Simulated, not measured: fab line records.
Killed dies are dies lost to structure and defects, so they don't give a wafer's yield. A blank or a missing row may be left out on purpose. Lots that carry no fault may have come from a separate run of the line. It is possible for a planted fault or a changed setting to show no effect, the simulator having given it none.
Which of the tools did it? -- flow nand harc -- Sampling: 11 lots, 32 wafers, 3 of 1159 route steps

== WHAT THE GAUGES READ, wafer by wafer ==
NHARC_P_M0_CD_MEAS_09: target cd 90 nm.
lot,measured,on,cd nm (nm)
L510,day 6 01:16,cd sem-02,89.8 91.0 90.4
L514,day 6 16:56,cd sem-01,88.8 89.2 89.2
L516,day 7 13:10,cd sem-03,89.8 89.3 89.7
L517,day 7 13:48,cd sem-01,90.3 90.3 90.0
L519,day 8 00:48,cd sem-01,89.0 89.0 89.9
L522,day 9 02:30,cd sem-02,89.6 89.9 89.4
L527,day 10 01:03,cd sem-02,105.2 105.3
L529,day 10 17:06,cd sem-01,102.5 102.4 102.1
L530,day 10 22:00,cd sem-03,89.6 89.4 89.1
L531,day 11 05:11,cd sem-02,89.8 89.7 89.9
L533,day 11 15:09,cd sem-02,89.7 89.5 90.0

== WHAT TOOL EACH LOT RAN ON (gives the tool, then ch and the chambers of the sampled wafers, and finally the start) ==
lot,NHARC_P_CONTACT_ETCH_36,NHARC_P_M0_EXPOSE_06
L510,"rie diel-06 ch 0,1,3, day 6 01:07 or earlier","arfi scanner-01 ch 0, day 6 01:07"
L514,"rie diel-05 ch 1,2,3, day 6 16:47 or earlier","arfi scanner-02 ch 0, day 6 16:47"
L516,"rie diel-12 ch 1,2,3, day 7 13:02 or earlier","arfi scanner-03 ch 0, day 7 13:02"
L517,"rie diel-12 ch 1,3, day 7 13:40 or earlier","arfi scanner-01 ch 0, day 7 13:40"
L519,"rie diel-12 ch 0,2,3, day 8 00:40 or earlier","arfi scanner-02 ch 0, day 8 00:40"
L522,"rie diel-12 ch 0,1,3, day 9 02:22 or earlier","arfi scanner-03 ch 0, day 9 02:22"
L527,"rie diel-12 ch 1,3, day 10 00:55 or earlier","arfi scanner-03 ch 0, day 10 00:55"
L529,"rie diel-12 ch 0,1,2, day 10 16:58 or earlier","arfi scanner-03 ch 0, day 10 16:58"
L530,"rie diel-12 ch 0,1,3, day 10 21:52 or earlier","arfi scanner-01 ch 0, day 10 21:52"
L531,"rie diel-12 ch 1,2,3, day 11 05:03 or earlier","arfi scanner-02 ch 0, day 11 05:03"
L533,"rie diel-12 ch 1,2, day 11 15:01 or earlier","arfi scanner-02 ch 0, day 11 15:01"
- NHARC_P_CONTACT_ETCH_36: etches the open film in N2/H2, target depth 260 nm, time 406.25 s.
- NHARC_P_M0_EXPOSE_06: exposes mask P M0, target cd 90 nm.

== THE ANSWER, worked out from the rows above alone ==
Rule: the usual values come from the lots themselves. Put in order of their means at a reading, lots are off if they are a third of the lots or fewer, leave a main group of 4 or more, and stand apart from it by a gap of 3 or more times the standard deviation of the main group's means; of several such gaps the widest counts. Not used: any main group whose means are identical at the precision the tables above print for the reading. Also off: a lot with no number at a reading for which 4 or more lots have one. The other lots that the step has rows for count as sound.
Off: L527, L529 (NHARC_P_M0_CD_MEAS_09, cd nm). The main group has a mean of 89.7 nm with a standard deviation of 0.4.
A tool fits if, at a process step before that reading, it ran every lot that is off, and no sound lot after the first of them. The gauges at NHARC_P_M0_CD_MEAS_09 are tried like those tools. Because NHARC_P_CONTACT_ETCH_36 lacks a start for some lots, the hours and order of its lots are taken from NHARC_P_M0_EXPOSE_06. One fits: arfi scanner-03 at NHARC_P_M0_EXPOSE_06. Its last sound lot is L522 (day 9 02:22), its first lot that is off L527 (day 10 00:55): a fault that began between those two fits.

== WHAT THE SIMULATOR HAD PUT IN ==
Process parameter drift: arfi scanner-03, from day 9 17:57 on, at NHARC_P_M0_EXPOSE_06. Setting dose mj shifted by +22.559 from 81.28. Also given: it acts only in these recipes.
Shown lots that were struck: L527, L529. This agrees with what the rule above found.
